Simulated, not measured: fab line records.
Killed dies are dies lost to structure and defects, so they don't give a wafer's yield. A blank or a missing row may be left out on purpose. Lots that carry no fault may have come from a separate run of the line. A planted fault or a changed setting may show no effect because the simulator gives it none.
Matching of chambers	flow nand harc	ald metal-04 running NHARC_P_CONTACT_ALD_22: 4 sister chambers
The step deposits TiN, target thk 3 nm, pulse time 1 s, ald cycles 150. 8 wafers are shown with their chamber, then 7 later ones without.

EACH WAFER AND ITS CHAMBER
wafer	chamber	heater power w (W)	precursor pulse height rel
L091.1	1	1102	1.004
L091.5	2	1213	0.979
L093.2	0	1067	0.997
L093.6	2	1178	0.994
L095.3	0	1058	1.004
L095.6	3	1031	1.019
L096.1	3	1026	1.023
L096.3	1	1045	1.026

WAFERS WHOSE CHAMBER IS MISSING
wafer	heater power w (W)	precursor pulse height rel
L096.4	1183	1.002
L096.2	1062	0.996
L096.5	1025	0.986
L096.6	1179	0.999
L097.1	996	1.007
L097.3	1017	1.014
L097.6	1008	1.036

WHICH CHAMBER EACH WENT THROUGH
wafer	from the rows above	in truth
L096.4	2	2
L096.2	can't be placed: 0 or 1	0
L096.5	can't be placed: 0 or 3 or 1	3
L096.6	2	2
L097.1	can't be placed: 3 or 0 or 1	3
L097.3	can't be placed: 3 or 0 or 1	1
L097.6	can't be placed: 3 or 1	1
Correct placement for 2 of the 7. These rows do not allow placing 5 (true chamber among the candidates in 5). 0 placed wrongly.
How it was worked out, from the rows above alone: a wafer's distance from a chamber is the root of the sum, over the readings, of the square of ((its reading less the chamber's mean) divided by the reading's scatter). The wafer belongs to the nearest chamber; if the next one is less than 2 further off, it can't be placed. A chamber's mean is the mean of its shown wafers. How the scatter is found: for the shown wafers, subtract from each reading the mean of its chamber, square and add these, divide the total by (wafers less chambers), then take the root.
